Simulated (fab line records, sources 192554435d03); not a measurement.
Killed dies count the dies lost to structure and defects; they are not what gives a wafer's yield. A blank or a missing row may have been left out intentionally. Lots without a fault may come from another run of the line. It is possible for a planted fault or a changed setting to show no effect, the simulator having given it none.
fab line records / flow n5-finfet
[record] lots = 4 wafers = 12 last-day = 17
route steps=1938 shown BEOL_M5@1174 BEOL_M6@1194 PASSIVATION@1936
lots that met no fault: taken from a fault-free run of the same line
start-h: hours from the record's opening day to when the first of the lot's shown wafers began / wait-h: time in hours since the lot's previous step / " same as the row above / L1.1+2: one row covering several wafers at once / - no value present, or no start provided / * or withheld: withheld / < > ~ a bound
route shown NAME@n: names a module that has steps shown in the file, with the first one's number in the route / usual: mean and standard deviation over wafers with no fault / same: alike in all rows / chamber/n: place in a boat / sites: per-site readings / _std_site: standard deviation of those values / _edge_site: mean of outer sites minus mean of inner sites / radius-mm: for every site, how far away it sits from the centre of the wafer / mask NAME#n: copy n / behind: the last tool/chamber to shape the wafer / hold: why the lot went on hold/how many hours it stayed there/how the hold came to an end / device: names the non-switching transistor (n, p or np) / end of line: the route-end tests of the same wafers / step lacking rows: just its recipe / killed: dies lost to structure and defects at the first sort, not the wafer's yield / map: per-die view of a wafer (x killed, . not killed, _ where there is no die)
set.NAME: the setting that was run; set.NAME@STEP: the one run at that earlier step / model.NAME: the simulator's own value behind a step, which no gauge read
lots at some steps of the route; a table a step, a row a wafer
services: a tool's chamber out of use, with start hour (start-h, from the record's first day; less than 0 if before it), hours out, and reason
[[steps]]
[step N5_BEOL_M5_CVD_47]
[recipe] material = Co target-thk-a = 30 temp-c = withheld precursor = CCTBA/H2 pressure-torr = 30 time-s = 216
[step N5_BEOL_M5_SPUTTER_48]
[recipe] material = Cu target-thk-a = 150 temp-c = -20 chamber-pressure-pa = 0.07 power-w = withheld time-s = 27.62
[step N5_BEOL_M5_ANNEAL_49]
[recipe] temp-c = 400 time-s = 1800 ambient = vacuum
[step N5_BEOL_M5_SPUTTER_81]
[recipe] material = Cu target-thk-a = 150 temp-c = -20 chamber-pressure-pa = 0.07 power-w = withheld time-s = 27.62
[step N5_BEOL_M5_ANNEAL_82]
[recipe] temp-c = 400 time-s = 1800 ambient = vacuum
[step N5_BEOL_M5_SPUTTER_83]
[recipe] material = Cu target-thk-a = 150 temp-c = -20 chamber-pressure-pa = 0.07 power-w = withheld time-s = 27.62
[step N5_BEOL_M5_ANNEAL_84]
[recipe] temp-c = 400 time-s = 1800 ambient = vacuum
[step N5_BEOL_M5_SPUTTER_88]
[recipe] material = Cu target-thk-a = 150 temp-c = -20 chamber-pressure-pa = 0.07 power-w = withheld time-s = 27.62
[step N5_BEOL_M5_ANNEAL_89]
[recipe] temp-c = 400 time-s = 1800 ambient = vacuum
[step N5_BEOL_M5_SPUTTER_90]
[recipe] material = Cu target-thk-a = 45 temp-c = -20 chamber-pressure-pa = 0.07 power-w = withheld time-s = 8.29
[step N5_BEOL_M5_ECD_50]
[recipe] material = Cu target-thk-a = 3000
[step N5_BEOL_M5_ANNEAL_51]
[recipe] temp-c = 225 time-s = 90 ambient = N2
[step N5_BEOL_M5_CMP_52]
[recipe] stop-on = SiCOH_lowk t-overpolish-s = 6.9 down-force-psi = 1 platen-rpm = 50 clearing-platen-down-force-psi = 1.5 clearing-platen-rpm = 50 post-cmp-clean = cu-alkaline target-thk-nm = 62 clearing-platen-pad-velocity-m-s = 0.99484 pad-velocity-m-s = 0.99484
[usual] barrier-field-endpoint-s = 25.0/0.67 clearing-platen-down-force-psi = 1.4999/0.0025 motor-current-A = 6.2/0.53 overpolish-run-s = 6.899/0.0088 pad-life-wafers = 1159/680 time-to-endpoint-s = 63/3.1
[same] t-overpolish-s = 6.9
lot.wafer=L412.3 tool=cmp-03 chamber=3 start-h=185.37 wait-h=0.3 barrier-field-endpoint-s=25.0 clearing-platen-down-force-psi=1.5004 motor-current-A=6.0 overpolish-run-s=6.921 pad-life-wafers=939 time-to-endpoint-s=59
lot.wafer=L412.5 tool=cmp-03 chamber=0 start-h=185.37 wait-h=0.3 barrier-field-endpoint-s=25.1 clearing-platen-down-force-psi=1.5012 motor-current-A=6.9 overpolish-run-s=6.905 pad-life-wafers=- time-to-endpoint-s=61
lot.wafer=L412.6 tool=cmp-03 chamber=1 start-h=185.37 wait-h=0.3 barrier-field-endpoint-s=25.5 clearing-platen-down-force-psi=1.5020 motor-current-A=6.1 overpolish-run-s=6.891 pad-life-wafers=- time-to-endpoint-s=62
lot.wafer=L417.2 tool=cmp-03 chamber=3 start-h=217.16 wait-h=0.2 barrier-field-endpoint-s=23.5 clearing-platen-down-force-psi=1.5028 motor-current-A=5.7 overpolish-run-s=6.904 pad-life-wafers=1200 time-to-endpoint-s=58
lot.wafer=L417.1 tool=cmp-03 chamber=2 start-h=217.16 wait-h=0.2 barrier-field-endpoint-s=24.7 clearing-platen-down-force-psi=1.4989 motor-current-A=5.6 overpolish-run-s=6.895 pad-life-wafers=1203 time-to-endpoint-s=63
lot.wafer=L417.6 tool=cmp-03 chamber=0 start-h=217.16 wait-h=0.2 barrier-field-endpoint-s=24.5 clearing-platen-down-force-psi=1.5001 motor-current-A=6.5 overpolish-run-s=6.887 pad-life-wafers=- time-to-endpoint-s=60
lot.wafer=L421.2 tool=cmp-03 chamber=1 start-h=246.57 wait-h=0.4 barrier-field-endpoint-s=24.3 clearing-platen-down-force-psi=1.5022 motor-current-A=6.2 overpolish-run-s=6.902 pad-life-wafers=1555 time-to-endpoint-s=63
lot.wafer=L421.3 tool=cmp-03 chamber=2 start-h=246.57 wait-h=0.4 barrier-field-endpoint-s=25.3 clearing-platen-down-force-psi=1.5011 motor-current-A=5.9 overpolish-run-s=6.909 pad-life-wafers=1556 time-to-endpoint-s=68
lot.wafer=L421.4 tool=cmp-03 chamber=3 start-h=246.57 wait-h=0.4 barrier-field-endpoint-s=24.8 clearing-platen-down-force-psi=1.5005 motor-current-A=5.6 overpolish-run-s=6.899 pad-life-wafers=1557 time-to-endpoint-s=63
lot.wafer=L432.2 tool=cmp-04 chamber=2 start-h=328.76 wait-h=0.2 barrier-field-endpoint-s=25.6 clearing-platen-down-force-psi=1.5016 motor-current-A=6.0 overpolish-run-s=6.903 pad-life-wafers=624 time-to-endpoint-s=70
lot.wafer=L432.3 tool=cmp-04 chamber=0 start-h=328.76 wait-h=0.2 barrier-field-endpoint-s=25.0 clearing-platen-down-force-psi=1.5015 motor-current-A=5.3 overpolish-run-s=6.906 pad-life-wafers=626 time-to-endpoint-s=64
lot.wafer=L432.5 tool=cmp-04 chamber=2 start-h=328.76 wait-h=0.2 barrier-field-endpoint-s=26.2 clearing-platen-down-force-psi=1.5034 motor-current-A=6.2 overpolish-run-s=6.916 pad-life-wafers=- time-to-endpoint-s=70
[step N5_BEOL_M5_PRE_CLEAN_77]
[recipe] gas = NH3/H2 time-s = 15 temp-c = * rf-power-w = 300
[step N5_BEOL_M5_CO_CAP_78]
[recipe] material = Co target-thk-a = 20 temp-c = 200 precursor = CCTBA/H2 pressure-torr = 30 time-s = 102.1
[step N5_BEOL_M5_PRE_CLEAN_55]
[recipe] gas = NH3 time-s = 15 temp-c = withheld rf-power-w = 300
[step N5_BEOL_M5_DEP_56]
[recipe] material = SiCN target-thk-a = 80 temp-c = withheld precursor = 3MS/NH3 pressure-torr = 3 rf-w = 202 time-s = 14
[step N5_BEOL_M5_INSPECT_58]
[recipe] inspect-instrument = darkfield mode = post-dep
[usual] raw-defect-count = 68/24
lot.wafer=L412.3 tool=defect-inspect-02 chamber=- start-h=185.84 wait-h=0.0 raw-defect-count=69
lot.wafer=L412.5 tool=defect-inspect-02 chamber=- start-h=185.84 wait-h=0.0 raw-defect-count=74
lot.wafer=L412.6 tool=defect-inspect-02 chamber=- start-h=185.84 wait-h=0.0 raw-defect-count=66
lot.wafer=L417.1 tool=defect-inspect-02 chamber=- start-h=217.77 wait-h=0.0 raw-defect-count=385
lot.wafer=L417.2 tool=defect-inspect-02 chamber=- start-h=217.77 wait-h=0.0 raw-defect-count=393
lot.wafer=L417.6 tool=defect-inspect-02 chamber=- start-h=217.77 wait-h=0.0 raw-defect-count=368
lot.wafer=L421.2 tool=defect-inspect-02 chamber=- start-h=247.11 wait-h=0.0 raw-defect-count=345
lot.wafer=L421.3 tool=defect-inspect-02 chamber=- start-h=247.11 wait-h=0.0 raw-defect-count=389
lot.wafer=L421.4 tool=defect-inspect-02 chamber=- start-h=247.11 wait-h=0.0 raw-defect-count=349
lot.wafer=L432.2 tool=defect-inspect-02 chamber=- start-h=329.34 wait-h=0.0 raw-defect-count=93
lot.wafer=L432.3 tool=defect-inspect-02 chamber=- start-h=329.34 wait-h=0.0 raw-defect-count=51
lot.wafer=L432.5 tool=defect-inspect-02 chamber=- start-h=329.34 wait-h=0.0 raw-defect-count=104
[step N5_BEOL_M6_ILD_DEP_00]
[recipe] material = SiCOH_lowk target-thk-a = 1797.5 temp-c = 300 precursor = DEMS/porogen pressure-torr = 5 rf-w = 500 time-s = 33.4
[step N5_BEOL_M6_CURE_74]
[recipe] temp-c = 385 time-s = 240 ambient = He/Ar material = SiCOH_lowk
[step N5_BEOL_M6_PECVD_70]
[recipe] material = SiO2 target-thk-a = 200 temp-c = 400 precursor = TEOS/O2 pressure-torr = 5.5 rf-w = 450 teos-flow-sccm = 53.8 gas = O2 flow-sccm = 3000 time-s = 22.7
[step N5_BEOL_M6_HM_DEP_02]
[recipe] material = TiN target-thk-a = 200 temp-c = 25 chamber-pressure-pa = 0.49996
[step N5_BEOL_M6_COAT_59]
[recipe] resist = SOC temp-c = 250 time-s = 60 spin-rpm = 1500 resist-thk-nm = 100
[step N5_BEOL_M6_COAT_60]
[recipe] resist = SiARC temp-c = 220 time-s = 60 spin-rpm = 1500 resist-thk-nm = 35
[step N5_BEOL_M6_COAT_05]
[recipe] resist = CAR-ArF spin-rpm = 1500 resist-thk-nm = 90
[step N5_BEOL_M6_EBR_07]
[recipe] solvent = PGMEA ebr-width-mm = 1.5
[step N5_BEOL_M6_SOFTBAKE_06]
[recipe] temp-c = 110 time-s = 60 resist = CAR-ArF
[step N5_BEOL_M6_EXPOSE_08]
[recipe] mask-id = M6 na = 1.35 source-shape = dipole sigma-inner = 0.817 sigma-outer = 0.97 polarization = te dose-mj = 68.25
[step N5_BEOL_M6_PEB_09]
[recipe] peb-temp-c = withheld peb-time-s = 60 resist = CAR-ArF
[step N5_BEOL_M6_DEVELOP_10]
[recipe] develop-time-s = 30 developer = TMAH resist = CAR-ArF rinse-liquid = diw dry = air-spin dev-temp-c = 23
[step N5_BEOL_M6_INSPECT_13]
[recipe] mode = adi inspect-instrument = brightfield
[usual] raw-defect-count = 418/98
lot.wafer=L412.3 tool=defect-inspect-02 chamber=- start-h=188.70 wait-h=0.0 raw-defect-count=485
lot.wafer=L412.5 tool=defect-inspect-02 chamber=- start-h=188.70 wait-h=0.0 raw-defect-count=454
lot.wafer=L412.6 tool=defect-inspect-02 chamber=- start-h=188.70 wait-h=0.0 raw-defect-count=431
lot.wafer=L417.1 tool=defect-inspect-01 chamber=- start-h=220.93 wait-h=0.0 raw-defect-count=882
lot.wafer=L417.2 tool=defect-inspect-01 chamber=- start-h=220.93 wait-h=0.0 raw-defect-count=883
lot.wafer=L417.6 tool=defect-inspect-01 chamber=- start-h=220.93 wait-h=0.0 raw-defect-count=726
lot.wafer=L421.2 tool=defect-inspect-01 chamber=- start-h=250.25 wait-h=0.0 raw-defect-count=698
lot.wafer=L421.3 tool=defect-inspect-01 chamber=- start-h=250.25 wait-h=0.0 raw-defect-count=704
lot.wafer=L421.4 tool=defect-inspect-01 chamber=- start-h=250.25 wait-h=0.0 raw-defect-count=736
lot.wafer=L432.2 tool=defect-inspect-02 chamber=- start-h=330.61 wait-h=0.0 raw-defect-count=373
lot.wafer=L432.3 tool=defect-inspect-02 chamber=- start-h=330.61 wait-h=0.0 raw-defect-count=342
lot.wafer=L432.5 tool=defect-inspect-02 chamber=- start-h=330.61 wait-h=0.0 raw-defect-count=412
[step N5_BEOL_M6_DESCUM_16]
[recipe] chemistry = O2 time-s = 7.9 source-power-w = 50 bias-power-w = 20 pressure-mtorr = 20 rf-frequency-hz = 2.712e+07 temp-c = 40 resist = CAR-ArF o2-flow-sccm = 225
[step N5_BEOL_M6_ETCH_61]
[recipe] chemistry = CF4 target = SiARC target-depth-a = 455 mask-material = CAR-ArF time-s = 75.8 ion-energy-ev = 80 pressure-mtorr = 40 source-w = 545 bias-w = 36 Ar_flow_sccm = 100 cf4-flow-sccm = 100 ends = cleared
[step N5_BEOL_M6_ETCH_62]
[recipe] chemistry = N2/H2 target = SOC target-depth-a = 1100 overetch-a = 220 mask-material = SiARC temp-c = 40 time-s = 165 ion-energy-ev = 200 pressure-mtorr = 30 source-w = 840 bias-w = 150 n2-flow-sccm = 200 h2-flow-sccm = 200
[step N5_BEOL_M6_STRIP_68]
[recipe] chemistry = N2/H2 temp-c = 40 n2-flow-sccm = 200 h2-flow-sccm = 200 rf-frequency-hz = 6e+07
[step N5_BEOL_M6_STRIP_67]
[recipe] chemistry = CF4 resist = SiARC power-w = 300 bias-power-w = 75 pressure-mtorr = 50 cf4-flow-sccm = 150 rf-frequency-hz = 6e+07
[step N5_BEOL_M6_HM_OPEN_17]
[recipe] chemistry = Cl2/BCl3 target-depth-a = 200 overetch-a = 60 target = TiN mask-material = SOC ion-energy-ev = 150 pressure-mtorr = 10 icp-w = 1000 bias-w = 126 Cl2_flow_sccm = 53.25 bcl3-flow-sccm = 21.75 Ar_flow_sccm = 25
[step N5_BEOL_M6_INSPECT_30]
[recipe] mode = adi inspect-instrument = brightfield
[usual] raw-defect-count = 424/96
lot.wafer=L412.3 tool=defect-inspect-01 chamber=- start-h=190.64 wait-h=0.0 raw-defect-count=490
lot.wafer=L412.5 tool=defect-inspect-01 chamber=- start-h=190.64 wait-h=0.0 raw-defect-count=500
lot.wafer=L412.6 tool=defect-inspect-01 chamber=- start-h=190.64 wait-h=0.0 raw-defect-count=530
lot.wafer=L417.1 tool=defect-inspect-02 chamber=- start-h=222.52 wait-h=0.1 raw-defect-count=818
lot.wafer=L417.2 tool=defect-inspect-02 chamber=- start-h=222.52 wait-h=0.1 raw-defect-count=832
lot.wafer=L417.6 tool=defect-inspect-02 chamber=- start-h=222.52 wait-h=0.1 raw-defect-count=709
lot.wafer=L421.2 tool=defect-inspect-01 chamber=- start-h=253.59 wait-h=0.0 raw-defect-count=695
lot.wafer=L421.3 tool=defect-inspect-01 chamber=- start-h=253.59 wait-h=0.0 raw-defect-count=721
lot.wafer=L421.4 tool=defect-inspect-01 chamber=- start-h=253.59 wait-h=0.0 raw-defect-count=744
lot.wafer=L432.2 tool=defect-inspect-02 chamber=- start-h=333.06 wait-h=0.0 raw-defect-count=374
lot.wafer=L432.3 tool=defect-inspect-02 chamber=- start-h=333.06 wait-h=0.0 raw-defect-count=319
lot.wafer=L432.5 tool=defect-inspect-02 chamber=- start-h=333.06 wait-h=0.0 raw-defect-count=424
[step N5_PASSIVATION_PROBE_49]
[usual] defect-limited-yield = 91.1/1.4 killed_at_M0_to_M3 = 34/11 killed_at_M4_up = 14/5.7 killed-at-contacts = 14/6.9 killed-at-front-end = 40/11 killed-at-other = 4/3.1 killed-dies = 105/17 killed-on-rim = 14/4.1 killed-open = 70/13 killed-short = 34/7.6 sort_bin_5_function = 5.3/0.95 sort_bin_6_memory = 3.3/0.64 sort-n-pass = 1075/17 sort-yield-pct = 91.1/1.4
[same] gross-dies = 1180 killed-at-back-side = 0 sort_bin_4_leakage[%] = 0 sort_bin_8_speed[%] = 0
lot.wafer=L417.1 tool=prober-01 chamber=- start-h=313.39 wait-h=0.0 defect-limited-yield[%]=69.3 killed_at_M0_to_M3=27 killed_at_M4_up=255 killed-at-contacts=12 killed-at-front-end=67 killed-at-other=1 killed-dies=362 killed-on-rim=53 killed-open=64 killed-short=55 sort_bin_5_function[%]=18.8 sort_bin_6_memory[%]=10.3 sort-n-pass=818 sort-yield-pct[%]=69.3
lot.wafer=L417.2 tool=prober-01 chamber=- start-h=313.44 wait-h=0.1 defect-limited-yield[%]=70.3 killed_at_M0_to_M3=41 killed_at_M4_up=251 killed-at-contacts=8 killed-at-front-end=48 killed-at-other=2 killed-dies=350 killed-on-rim=45 killed-open=59 killed-short=44 sort_bin_5_function[%]=17.6 sort_bin_6_memory[%]=10.8 sort-n-pass=830 sort-yield-pct[%]=70.3
lot.wafer=L417.6 tool=prober-01 chamber=- start-h=313.64 wait-h=0.3 defect-limited-yield[%]=70.1 killed_at_M0_to_M3=37 killed_at_M4_up=253 killed-at-contacts=14 killed-at-front-end=46 killed-at-other=3 killed-dies=353 killed-on-rim=36 killed-open=60 killed-short=45 sort_bin_5_function[%]=18.0 sort_bin_6_memory[%]=10.2 sort-n-pass=827 sort-yield-pct[%]=70.1
lot.wafer=L421.2 tool=prober-01 chamber=- start-h=343.54 wait-h=0.1 defect-limited-yield[%]=70.8 killed_at_M0_to_M3=36 killed_at_M4_up=266 killed-at-contacts=13 killed-at-front-end=29 killed-at-other=1 killed-dies=345 killed-on-rim=42 killed-open=54 killed-short=34 sort_bin_5_function[%]=17.1 sort_bin_6_memory[%]=10.2 sort-n-pass=835 sort-yield-pct[%]=70.8
lot.wafer=L421.3 tool=prober-01 chamber=- start-h=343.59 wait-h=0.1 defect-limited-yield[%]=72.9 killed_at_M0_to_M3=28 killed_at_M4_up=244 killed-at-contacts=23 killed-at-front-end=20 killed-at-other=5 killed-dies=320 killed-on-rim=37 killed-open=52 killed-short=31 sort_bin_5_function[%]=16.4 sort_bin_6_memory[%]=9.5 sort-n-pass=860 sort-yield-pct[%]=72.9
lot.wafer=L421.4 tool=prober-01 chamber=- start-h=343.64 wait-h=0.2 defect-limited-yield[%]=72.9 killed_at_M0_to_M3=32 killed_at_M4_up=243 killed-at-contacts=13 killed-at-front-end=31 killed-at-other=1 killed-dies=320 killed-on-rim=40 killed-open=58 killed-short=31 sort_bin_5_function[%]=16.3 sort_bin_6_memory[%]=9.2 sort-n-pass=860 sort-yield-pct[%]=72.9
// killed by level:class
L417.1 BEOL_M5:unspecified=240 GATE_CUT:geometric-particle:short=21 FIN_SAQP:geometric-particle:short=10 GATE_CUT:geometric-particle:open=9 BEOL_M4:geometric-particle:open=9 MOL_CONTACT_COAG:geometric-particle:open=8 FIN_SAQP:geometric-particle:open=7 BEOL_M0_SAQP:geometric-particle:open=6
L417.2 BEOL_M5:unspecified=246 BEOL_M0_SAQP:geometric-particle:open=15 FIN_SAQP:geometric-particle:open=12 FIN_SAQP:geometric-particle:short=10 BEOL_M0_SAQP:geometric-particle:short=8 STARTING-WAFER:geometric-particle:short=8 BEOL_M2:geometric-particle:short=7 STI_FIN_REVEAL:geometric-particle:open=5
L417.6 BEOL_M5:unspecified=247 BEOL_M0_SAQP:geometric-particle:open=18 GATE_CUT:geometric-particle:short=14 FIN_SAQP:geometric-particle:open=11 MOL_CONTACT_COAG:geometric-particle:open=11 FIN_SAQP:geometric-particle:short=10 BEOL_M0_SAQP:geometric-particle:short=9 BEOL_M3:geometric-particle:open=5
L421.2 BEOL_M5:unspecified=256 BEOL_M3:geometric-particle:open=11 MOL_CONTACT_COAG:geometric-particle:open=10 BEOL_M0_SAQP:geometric-particle:short=8 STI_FIN_REVEAL:geometric-particle:open=6 BEOL_M0_SAQP:geometric-particle:open=6 GATE_CUT:geometric-particle:short=6 BEOL_M2:geometric-particle:open=4
L421.3 BEOL_M5:unspecified=235 MOL_CONTACT_COAG:geometric-particle:open=18 BEOL_M0_SAQP:geometric-particle:short=7 BEOL_M4:geometric-particle:open=7 BEOL_M0_SAQP:geometric-particle:open=6 GATE_CUT:geometric-particle:short=5 MOL_CONTACT_COAG:geometric-particle:short=5 BEOL_M3:geometric-particle:open=5
L421.4 BEOL_M5:unspecified=231 BEOL_M3:geometric-particle:open=11 MOL_CONTACT_COAG:geometric-particle:open=10 BEOL_M0_SAQP:geometric-particle:short=8 FIN_SAQP:geometric-particle:open=7 BEOL_M2:geometric-particle:open=6 BEOL_M4:geometric-particle:open=5 FIN_SAQP:geometric-particle:short=4
// map L417.1 (x killed, . not)
_________________..x....x..x.________________
______________x..xxx...x.xxxx..x_____________
___________.xxxx...x.x.....x.......__________
__________.....x..x..x....xx.....x.._________
________........x.x.x.x....x..xxx.xx.._______
_______xxx.........xx.x...x.x.xx...x..x______
______..x.....x..x.xx.x.x.......x.xx...._____
_____x...x..x..xxx.x.....x...xxx...xx..x.____
____x...x......x.....x..........xx..x...x.___
___xxx....x.......xx..x..x.xx.x.....xxx....__
___...x..x.....x....xxxx.xx........xx....x.__
__.xx.......x....x...x...xx.xx.....xxxx.x..._
__x..x..x..x.x............x......x.x......x._
_x.....x..xx.x.xxx...x...xx....x...x.xx....x.
_..x..xx.....x.x.....xx.xx.x.x....xxxxx......
_xx..x.x.....x..xxxx..x....x.....x.....x.x.x.
_...x........xx..x..........xx........x.x....
_x.....x.x..x....x.......x.....xx.......xx..x
_...x.xxx.....x...xx.....x......x....x...xx.x
_......x.xxx.x....xx...x..xx..x....x..x....x.
_xxx.x.x..x.x.x...x.x..x....x.........x.x....
__......xx.xxx.x..x....x...x..........xxx..._
__xxx.......x.x.x.....xxx....xx...x....xx..x_
___x.x.....x...xx.x.x..x..xx..x..x...x..x..__
___...x..x.x.....x.x.x.....xxx............x__
____x.....x.....xx...x...........x..xx....___
_____.x...x.x......x...x.x...x.....x.x.x.____
______x....xxxxxxx.xx...x.x........x..x._____
_______......x......x...x.......xxx...x______
________.xxxx....x.x.xx.....x...x....._______
__________.....xx...xxx.x..x...x.xx._________
___________......xx....xx.........x__________
______________..x.....xx.x...x.._____________
_________________x.x..xx...xx________________
// map L421.2 (x killed, . not)
_________________.x.x.....x..________________
______________x......xx........._____________
___________.x.x.x....x...x.........__________
__________xx.xx.......xx...x.....x.x_________
________...x..xx.x.......x.xx.x..xxxx._______
_______...x.x.x..xx...x..x.......xx....______
______.x..x.x...x....x.xxx...xx.......xx_____
_____........x.x...x...........xxxxx.....____
____.........xx...x...x.x.....xx......x.x.___
___...xx.x....x.......x...x....x.xxxx.x....__
___.x..x..x....xx...x..x.x...x......x.x.x.x__
__..x.......x...xx...xxx.x...xx...xxx....x.x_
__.x..x.x.....xx.x.xx..x....xxx..xx........._
_x..x....x..x.x.x.........xxx....xx....x.x.xx
_x......x..x....xx......xx....x.x.xxxx.......
_x..x.....x......xx.xxxxx...x.x......x.......
_..xx..x.....x.x..x.xxx....x....x..x.....xx..
_.x...x.....x..xx...x.xx..xxx.xx.x..........x
_x...x..........x.x...x..x.xx..x........x....
_...x....x..x........xxx..............x.xx.x.
_........x..x...x.x...........x..x......xx.x.
__...x....x.x..xx.x.x.xx.x.x.xx..x.xxx...x.._
__x...x.......xxx....x.xx...x...x...x..x.x.._
___..x......x......x.x..x......x...........__
___..x..x..x.x.x..xx.x......x.....x.xx.xx..__
____..xx......x...xxx..xx.....x....x.xx.xx___
_____.x.x........x..x..xx..x.xx........x.____
______.x...xx..xx..........x...........x_____
_______.xxx...x.....x...x....x..xx..x..______
________.........xxxx.x.......xx..x..x_______
__________.......x.x....x.xx........_________
___________....x.x.....xx.xx.....x.__________
______________.xx....x.....xxx.x_____________
_________________..x.......x.________________
[[services]]
tool=cmp-04 chamber=- start-h=179.59 hours=0.5 kind=repair
tool=cmp-04 chamber=- start-h=218.55 hours=3.3 kind=repair
tool=cmp-04 chamber=- start-h=229.50 hours=0.2 kind=repair
tool=cmp-04 chamber=- start-h=231.14 hours=4.0 kind=pm
tool=cmp-04 chamber=- start-h=235.14 hours=- kind=consumable-replace:conditioner
tool=cmp-04 chamber=- start-h=235.14 hours=- kind=consumable-replace:pad
tool=cmp-03 chamber=- start-h=255.72 hours=0.7 kind=repair
tool=cmp-03 chamber=- start-h=284.42 hours=4.0 kind=pm
tool=cmp-03 chamber=- start-h=289.44 hours=0.2 kind=repair
tool=cmp-04 chamber=- start-h=291.07 hours=1.2 kind=repair
tool=cmp-04 chamber=- start-h=309.07 hours=2.0 kind=repair
tool=cmp-03 chamber=- start-h=324.48 hours=4.0 kind=pm
tool=cmp-03 chamber=- start-h=328.48 hours=- kind=consumable-replace:conditioner
tool=cmp-03 chamber=- start-h=328.48 hours=- kind=consumable-replace:pad
[[key]]
[first-sign] step = N5_BEOL_M5_INSPECT_58 reading = raw-defect-count direction = up sigmas = 13 usual = 68 struck = 372
[effect] step = N5_BEOL_M6_INSPECT_13 reading = raw-defect-count direction = up sigmas = 3.6 usual = 418 struck = 772
[effect] step = N5_BEOL_M6_INSPECT_30 reading = raw-defect-count direction = up sigmas = 3.4 usual = 424 struck = 753
[effect] step = N5_PASSIVATION_PROBE_49 reading = killed_at_M4_up direction = up sigmas = 42 usual = 14 struck = 252
[more-kills-born-at] N5_BEOL_M5_CMP_52@cmp-03 = 1455
met-at N5_BEOL_M5_CMP_52
struck-wafers L417.1,L417.2,L417.6,L421.2,L421.3,L421.4
onset-between 185.37 217.16
[fault] kind = chamber-particle-source tool = cmp-03 chamber = - onset-h = 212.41 steps = N5_BEOL_M5_CMP_52 rate-per-visit-cm2 = 0.46666 end-h = 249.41
